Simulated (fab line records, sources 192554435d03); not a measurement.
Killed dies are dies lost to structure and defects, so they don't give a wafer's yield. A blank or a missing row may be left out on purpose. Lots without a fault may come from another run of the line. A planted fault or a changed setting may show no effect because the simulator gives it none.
fab line records | flow n5_finfet | part 2 of 2: steps 4 to 6 of 6
record lots=24 wafers=72 last_day=19
route steps=1938 shown DUMMY_GATE@233 SD_EPI_N@274 SD_EPI_P@316
lots that met no fault: from a run of the same line without faults
start_h: hours from the record's first day to the start of the lot's first wafer shown | wait_h: hours since the lot's step before | " the same as in the row above | L1.1+2: a row that stands for several wafers | - no value, or no start given | * or withheld: withheld | < > ~ a bound
route shown NAME@n: a module of which the file shows steps, and the number in the route of the first | usual: mean/standard deviation of fault-free wafers | same: alike in all rows | chamber/n: place in a boat | sites: the reading at each site | _std_site: their standard deviation | _edge_site: outer sites' mean less inner sites' | radius_mm: how far each site lies from the wafer's centre | mask NAME#n: copy n | behind: the tool/chamber that last shaped the wafer | hold: why the lot was held/for how many hours/how that ended | device: the transistor (n, p or np) that didn't switch | end of line: the same wafers' tests at the end of the route | a step without rows: its recipe alone | killed: dies lost to structure and defects at the first sort, not the wafer's yield | map: a wafer's dies, x killed, . not, _ none there
set.NAME: the setting as run; set.NAME@STEP: as run at that earlier step | model.NAME: the simulator's own value behind a step, which no gauge read
steps of the route over a sample of lots; a table a step, a row a wafer
services: from which hour (start_h, from the record's first day; less than 0 if before it) a tool's chamber was out of use, for how many hours, and why
## steps
# step N5_SD_EPI_N_ETCHBACK_44
# recipe chemistry=CH3F/O2 mode=anisotropic_etchback target=SiNx target_depth_a=145 stop_on=SiO2 over_etch_frac=0.3 ion_energy_ev=120 pressure_mtorr=30 source_w=395 bias_w=73 Ar_flow_sccm=150 CH3F_flow_sccm=30 O2_flow_sccm=20
# usual drypump_motor_current_A=5.7/0.48 oes_product_au=0.66/0.053 rf_vpp_V=297/3.4 showerhead_plenum_p_Torr=2.00/0.072 throttle_valve_pct=16.41/0.2
# columns lot.wafer tool chamber start_h wait_h drypump_motor_current_A oes_product_au rf_hours_counter_h rf_vpp_V showerhead_plenum_p_Torr throttle_valve_pct
L074.1 rie_diel-04 2 49.06 0.0 6.0 0.62 191 295 2.06 16.51
L074.2 " 1 " " 5.6 0.71 84 291 1.95 16.21
L074.6 " 2 " " 6.0 0.62 - 295 2.06 16.51
L075.2 rie_diel-04 3 54.32 0.0 6.7 0.79 26 299 2.14 16.12
L075.3 " 1 " " 5.7 0.71 86 290 1.95 16.24
L075.5 " 1 " " 5.7 0.71 - 290 1.95 16.22
L076.1 rie_diel-05 0 61.88 0.0 4.9 0.63 178 300 2.07 16.68
L076.4 " 3 " " 5.6 0.65 145 301 1.92 16.66
L076.5 " 3 " " 5.6 0.65 - 299 1.93 16.66
L077.2 rie_diel-01 3 67.62 0.0 5.1 0.61 197 297 2.07 16.30
L077.3 " 2 " " 6.1 0.64 183 292 1.99 16.61
L077.4 " 0 " " 5.5 0.71 52 299 1.95 16.40
L078.2 rie_diel-05 2 73.62 0.0 6.1 0.65 164 302 2.08 16.53
L078.5 " 3 " " 5.6 0.65 - 300 1.92 16.67
L078.6 " 0 " " 4.9 0.63 - 302 2.07 16.67
L079.1 rie_diel-04 0 80.05 0.0 5.8 0.69 83 298 1.94 16.11
L079.3 " 3 " " 6.6 0.78 34 299 2.13 16.14
L079.5 " 2 " " 6.0 0.62 - 294 2.06 16.53
L080.4 rie_diel-01 0 84.80 0.0 5.5 0.71 58 300 1.95 16.39
L080.5 " 1 " " 5.9 0.64 - 296 1.92 16.25
L080.6 " 0 " " 5.5 0.71 - 300 1.95 16.42
L081.2 rie_diel-05 1 90.98 0.0 5.0 0.77 30 295 2.04 16.27
L081.3 " 0 " " 4.9 0.63 187 302 2.07 16.67
L081.4 " 3 " " 5.6 0.64 154 299 1.92 16.69
L082.2 rie_diel-01 3 97.10 0.0 5.1 0.61 204 296 2.07 16.32
L082.3 " 1 " " 5.9 0.65 154 294 1.92 16.27
L082.5 " 2 " " 6.0 0.63 - 292 1.98 16.63
L083.2 rie_diel-04 1 103.08 0.0 5.6 0.69 99 290 1.95 16.26
L083.3 " 2 " " 6.0 0.61 207 294 2.06 16.55
L083.5 " 0 " " 5.8 0.69 - 296 1.94 16.12
L084.3 rie_diel-04 2 116.10 0.1 6.0 0.60 - 294 2.05 16.54
L084.4 " 0 " " 5.8 0.67 - 296 1.93 16.14
L084.5 " 0 " " 5.8 0.68 - 297 1.93 16.13
L085.1 rie_diel-01 3 116.48 0.0 5.0 0.61 212 297 2.06 16.33
L085.2 " 1 " " 5.9 0.64 162 294 1.92 16.29
L085.5 " 1 " " 5.9 0.64 - 295 1.92 16.29
L086.1 rie_diel-01 1 127.61 0.0 5.9 0.64 166 296 1.91 16.30
L086.3 " 0 " " 5.5 0.69 73 300 1.94 16.44
L086.4 " 2 " " 6.0 0.63 205 290 1.98 16.65
L087.1 rie_diel-04 1 127.97 0.0 5.6 0.69 101 292 1.95 16.26
L087.4 " 3 " " 6.7 0.76 49 298 2.13 16.16
L087.6 " 3 " " 6.7 0.76 - 299 2.13 16.16
L088.2 rie_diel-05 1 135.25 0.0 5.0 0.75 42 298 2.04 16.31
L088.3 " 0 " " 4.9 0.61 202 303 2.06 16.71
L088.6 " 3 " " 5.6 0.64 - 299 1.92 16.72
L089.1 rie_diel-05 0 139.73 0.0 4.9 0.62 204 302 2.06 16.72
L089.3 " 3 " " 5.6 0.63 171 298 1.92 16.69
L089.5 " 2 " " 6.1 0.63 - 300 2.07 16.57
L090.1 rie_diel-04 2 145.25 0.0 6.0 0.60 223 294 2.05 16.59
L090.2 " 1 " " 5.7 0.69 108 290 1.94 16.27
L090.3 " 3 " " 6.7 0.75 55 298 2.13 16.18
L091.3 rie_diel-05 0 151.51 0.0 4.9 0.62 209 303 2.06 16.74
L091.4 " 2 " " 6.1 0.63 191 300 2.07 16.57
L091.5 " 3 " " 5.6 0.62 - 299 1.91 16.71
L092.1 rie_diel-04 0 161.57 0.0 5.8 0.67 113 297 1.93 16.16
L092.3 " 3 " " 6.7 0.74 61 298 2.12 16.18
L092.4 " 1 " " 5.7 0.68 114 291 1.94 16.29
L093.1 rie_diel-05 2 162.70 0.0 6.1 0.63 195 300 2.07 16.59
L093.4 " 3 " " 5.6 0.63 180 300 1.91 16.73
L093.5 " 0 " " 4.9 0.61 - 303 2.06 16.74
L094.3 rie_diel-01 0 170.13 0.0 5.5 0.68 90 299 1.94 16.47
L094.4 " 1 " " 5.9 0.62 183 295 1.91 16.32
L094.6 " 1 " " 5.9 0.63 - 293 1.91 16.32
L095.2 rie_diel-04 0 177.24 0.0 5.8 0.66 120 297 1.93 16.17
L095.3 " 1 " " 5.7 0.68 120 289 1.94 16.30
L095.5 " 0 " " 5.8 0.66 - 295 1.93 16.17
L096.2 rie_diel-04 3 181.02 0.0 6.7 0.74 66 298 2.12 16.20
L096.3 " 1 " " 5.7 0.68 121 293 1.94 16.30
L096.5 " 2 " " 6.0 0.59 - 294 2.05 16.60
L097.3 rie_diel-01 1 188.47 0.0 5.9 0.62 191 295 1.91 16.34
L097.5 " 1 " " 5.9 0.62 - 294 1.91 16.34
L097.6 " 2 " " 6.0 0.61 - 292 1.97 16.70
# step N5_SD_EPI_N_LINER_46
# recipe material=SiNx target_thk_a=30 temp_c=400 ald_precursor_family=SiH2I2 ald_co_reactant=N2/H2-plasma pressure_torr=2
# usual heater_power_w=836/86
# columns lot.wafer tool chamber start_h wait_h heater_power_w
L074.1 ald_sin-04 1 52.35 0.2 933
L074.2 " 0 " " 757
L074.6 " 1 " " 951
L075.2 ald_sin-02 3 58.34 0.1 839
L075.3 " 2 " " 765
L075.5 " 1 " " 870
L076.1 ald_sin-02 1 66.16 0.2 864
L076.4 " 0 " " 978
L076.5 " 0 " " 1012
L077.2 ald_sin-04 3 71.12 0.3 767
L077.3 " 2 " " 766
L077.4 " 1 " " 942
L078.2 ald_sin-03 3 76.93 0.1 889
L078.5 " 1 " " 704
L078.6 " 2 " " 883
L079.1 ald_sin-03 3 83.32 0.2 925
L079.3 " 1 " " 701
L079.5 " 0 " " 777
L080.4 ald_sin-04 3 88.48 0.2 760
L080.5 " 1 " " 942
L080.6 " 0 " " 781
L081.2 ald_sin-02 3 94.31 0.1 837
L081.3 " 1 " " 858
L081.4 " 0 " " 1019
L082.2 ald_sin-04 0 100.57 0.3 778
L082.3 " 3 " " 786
L082.5 " 2 " " 781
L083.2 ald_sin-02 1 106.37 0.1 865
L083.3 " 3 " " 830
L083.5 " 2 " " 779
L085.1 ald_sin-03 3 119.78 0.2 864
L085.2 " 0 " " 774
L085.5 " 0 " " 769
L084.3 ald_sin-03 2 121.18 0.1 891
L084.4 " 3 " " 870
L084.5 " 2 " " 944
L086.1 ald_sin-03 2 130.97 0.3 909
L086.3 " 1 " " 686
L086.4 " 0 " " 772
L087.1 ald_sin-02 2 131.63 0.6 790
L087.4 " 3 " " 850
L087.6 " 0 " " 1012
L088.2 ald_sin-02 0 138.52 0.1 996
L088.3 " 3 " " 858
L088.6 " 0 " " 988
L089.1 ald_sin-02 2 143.01 0.2 783
L089.3 " 0 " " 1006
L089.5 " 2 " " 795
L090.1 ald_sin-03 3 149.04 0.7 848
L090.2 " 0 " " 793
L090.3 " 2 " " 913
L091.3 ald_sin-04 2 154.79 0.1 782
L091.4 " 3 " " 784
L091.5 " 1 " " 926
L092.1 ald_sin-02 3 165.89 0.5 837
L092.3 " 2 " " 788
L092.4 " 1 " " 882
L093.1 ald_sin-02 1 166.10 0.2 864
L093.4 " 3 " " 869
L093.5 " 2 " " 795
L094.3 ald_sin-04 0 173.41 0.1 776
L094.4 " 2 " " 759
L094.6 " 0 " " 761
L095.2 ald_sin-02 0 180.59 0.2 1008
L095.3 " 1 " " 856
L095.5 " 2 " " 781
L096.2 ald_sin-02 0 185.06 0.1 1024
L096.3 " 2 " " 787
L096.5 " 2 " " 772
L097.3 ald_sin-03 0 191.90 0.2 768
L097.5 " 1 " " 717
L097.6 " 0 " " 781
# step N5_SD_EPI_P_STRIP_40
# recipe chemistry=N2/H2 power_w=1000 temp_c=250 h2_frac=0.65 overash_fraction=0.3 pressure_mtorr=withheld n2_flow_sccm=1750 h2_flow_sccm=3250
# usual drypump_motor_current_A=5.8/0.53 heater_power_w=311/18 oes_product_au=0.760/0.01
# same overash_fraction=0.3
# columns lot.wafer tool chamber start_h wait_h drypump_motor_current_A heater_power_w oes_product_au rf_hours_counter_h
L074.1 plasma_asher-02 1 53.97 0.0 5.0 326 0.750 38
L074.2 " 0 " " 6.1 324 0.769 38
L074.6 " 0 " " 6.1 319 0.756 -
L075.2 plasma_asher-02 0 59.84 0.0 6.1 317 0.792 39
L075.3 " 0 " " 6.1 316 0.769 -
L075.5 " 1 " " 5.0 325 0.762 -
L076.1 plasma_asher-01 1 67.73 0.0 6.4 301 0.760 79
L076.4 " 1 " " 6.4 307 0.764 -
L076.5 " 0 " " 5.9 277 0.777 -
L077.2 plasma_asher-01 1 72.89 0.2 6.3 306 0.771 80
L077.3 " 0 " " 5.9 277 0.749 -
L077.4 " 1 " " 6.4 305 0.771 -
L078.2 plasma_asher-01 0 78.49 0.0 5.9 281 0.773 81
L078.5 " 1 " " 6.4 301 0.754 -
L078.6 " 0 " " 5.9 271 0.760 -
L079.1 plasma_asher-01 1 84.77 0.0 6.4 293 0.763 82
L079.3 " 0 " " 5.9 288 0.748 -
L079.5 " 1 " " 6.4 304 0.766 -
L080.4 plasma_asher-02 1 89.94 0.0 5.0 327 0.752 -
L080.5 " 1 " " 5.0 332 0.765 -
L080.6 " 0 " " 6.1 319 0.760 -
L081.2 plasma_asher-02 0 95.88 0.0 6.1 323 0.767 45
L081.3 " 1 " " 5.0 314 0.753 -
L081.4 " 0 " " 6.1 326 0.762 -
L082.2 plasma_asher-01 0 102.02 0.0 5.9 280 0.744 86
L082.3 " 0 " " 5.9 279 0.766 -
L082.5 " 0 " " 5.9 273 0.760 -
L083.2 plasma_asher-02 1 107.93 0.0 5.1 324 0.743 47
L083.3 " 0 " " 6.1 325 0.766 -
L083.5 " 1 " " 5.0 329 0.762 -
L085.1 plasma_asher-01 0 121.24 0.0 5.9 277 0.762 90
L085.2 " 1 " " 6.4 309 0.742 90
L085.5 " 0 " " 6.0 283 0.754 -
L084.3 plasma_asher-02 1 122.91 0.0 5.1 326 0.752 -
L084.4 " 0 " " 6.1 312 0.749 -
L084.5 " 1 " " 5.0 330 0.752 -
L086.1 plasma_asher-01 0 132.41 0.0 5.9 275 0.773 92
L086.3 " 0 " " 5.9 275 0.770 -
L086.4 " 1 " " 6.3 302 0.750 -
L087.1 plasma_asher-01 0 133.07 0.0 5.9 278 0.764 92
L087.4 " 1 " " 6.4 306 0.751 -
L087.6 " 1 " " 6.4 303 0.767 -
L088.2 plasma_asher-02 1 140.11 0.0 5.0 331 0.772 53
L088.3 " 0 " " 6.1 323 0.762 -
L088.6 " 0 " " 6.1 328 0.757 -
L089.1 plasma_asher-02 1 144.92 0.0 5.0 331 0.775 54
L089.3 " 0 " " 6.1 325 0.753 -
L089.5 " 0 " " 6.1 323 0.749 -
L090.1 plasma_asher-02 0 150.56 0.0 6.1 321 0.772 55
L090.2 " 1 " " 5.0 323 0.769 55
L090.3 " 1 " " 5.0 331 0.766 -
L091.3 plasma_asher-02 0 156.32 0.0 6.1 316 0.751 -
L091.4 " 1 " " 5.0 319 0.751 -
L091.5 " 1 " " 5.0 318 0.752 -
L092.1 plasma_asher-02 0 167.35 0.0 6.1 318 0.749 58
L092.3 " 1 " " 5.0 334 0.772 -
L092.4 " 0 " " 6.1 319 0.755 -
L093.1 plasma_asher-02 0 167.80 0.0 6.1 318 0.747 58
L093.4 " 1 " " 5.0 322 0.754 -
L093.5 " 1 " " 5.0 332 0.756 -
L094.3 plasma_asher-02 0 175.00 0.0 6.1 318 0.771 -
L094.4 " 1 " " 5.0 329 0.767 -
L094.6 " 1 " " 5.0 328 0.747 -
L095.2 plasma_asher-01 0 182.19 0.0 5.9 282 0.758 103
L095.3 " 0 " " 5.9 273 0.750 -
L095.5 " 1 " " 6.4 304 0.747 -
L096.2 plasma_asher-02 0 186.63 0.0 6.1 317 0.763 62
L096.3 " 1 " " 5.0 322 0.755 -
L096.5 " 1 " " 5.0 331 0.764 -
L097.3 plasma_asher-02 1 193.51 0.0 5.0 327 0.741 -
L097.5 " 0 " " 6.1 316 0.761 -
L097.6 " 1 " " 5.0 328 0.765 -
## services
# columns tool chamber start_h hours kind
rie_diel-06 3 29.28 - clean
rie_diel-06 3 29.28 - consumable_replace:focus_ring
rie_diel-06 3 29.28 - consumable_replace:showerhead
rie_diel-06 3 29.28 20.4 scheduled_down
rie_diel-06 3 29.28 20.4 vent_cycle
rie_diel-05 0 32.29 3.4 repair
rie_diel-03 0 33.72 4.2 repair
rie_diel-06 1 40.80 2.8 repair
ald_sin-04 2 44.80 3.5 repair
rie_diel-06 0 60.37 12.3 repair
plasma_asher-02 - 71.53 2.9 repair
rie_diel-06 0 72.68 - clean
rie_diel-01 3 79.02 4.8 repair
ald_sin-03 - 85.41 14.0 pm
rie_diel-06 1 87.89 3.7 repair
rie_diel-01 2 95.07 1.2 repair
rie_diel-03 1 98.65 2.6 repair
rie_diel-04 1 104.65 18.0 repair
rie_diel-03 1 111.75 7.1 repair
rie_diel-03 0 112.81 4.5 repair
ald_sin-04 3 155.05 1.6 repair
ald_sin-02 1 168.33 11.9 repair
ald_sin-04 - 191.47 0.2 repair
rie_diel-05 2 191.66 1.2 repair
